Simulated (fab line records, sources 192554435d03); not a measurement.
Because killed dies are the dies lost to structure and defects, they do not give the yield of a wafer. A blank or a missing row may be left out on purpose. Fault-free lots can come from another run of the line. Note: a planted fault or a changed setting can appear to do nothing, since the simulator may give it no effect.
Matching of chambers    flow n5_finfet    rie_diel-03 running N5_MOL_CONTACT_COAG_STRIP_98: 4 sister chambers
The step strips in N2/H2. 8 wafers are shown with their chamber, then 9 later ones without.

== WAFERS PAIRED WITH THEIR CHAMBERS ==
wafer   chamber  showerhead_plenum_p_Torr (Torr)  throttle_valve_pct (%)
L074.1  2        3.22                             19.23
L079.6  2        3.22                             19.24
L081.4  0        3.30                             18.62
L082.5  3        3.47                             19.50
L082.6  0        3.30                             18.60
L083.1  3        3.46                             19.51
L083.4  1        3.57                             18.94
L083.6  1        3.57                             18.93

== WAFERS MISSING THEIR CHAMBER ==
wafer   showerhead_plenum_p_Torr (Torr)  throttle_valve_pct (%)
L086.1  3.21                             19.21
L086.4  3.29                             18.65
L086.5  3.29                             18.63
L089.3  3.21                             19.25
L089.4  3.56                             18.94
L089.6  3.21                             19.25
L095.1  3.29                             18.27
L095.3  3.46                             19.53
L095.6  3.46                             19.52

== WHICH CHAMBER EACH WENT THROUGH ==
wafer   from the rows above  in truth
L086.1  2                    2
L086.4  0                    0
L086.5  0                    0
L089.3  2                    2
L089.4  1                    1
L089.6  2                    2
L095.1  0                    0
L095.3  3                    3
L095.6  3                    3
9 of 9 placed correctly. Not placeable from these rows: 0. Placed wrongly: 0.
How it was worked out, from the rows above alone: a wafer's distance from a chamber is the root of the sum, over the readings, of the square of ((its reading less the chamber's mean) divided by the reading's scatter). If the next closest chamber is less than 2 further off than the closest, the wafer can't be placed; otherwise it belongs to the closest. For every chamber, the mean is computed from those of its wafers that are shown. The scatter: the root of (the sum of the squares of (reading less its chamber's mean) over the shown wafers, divided by (wafers less chambers)).
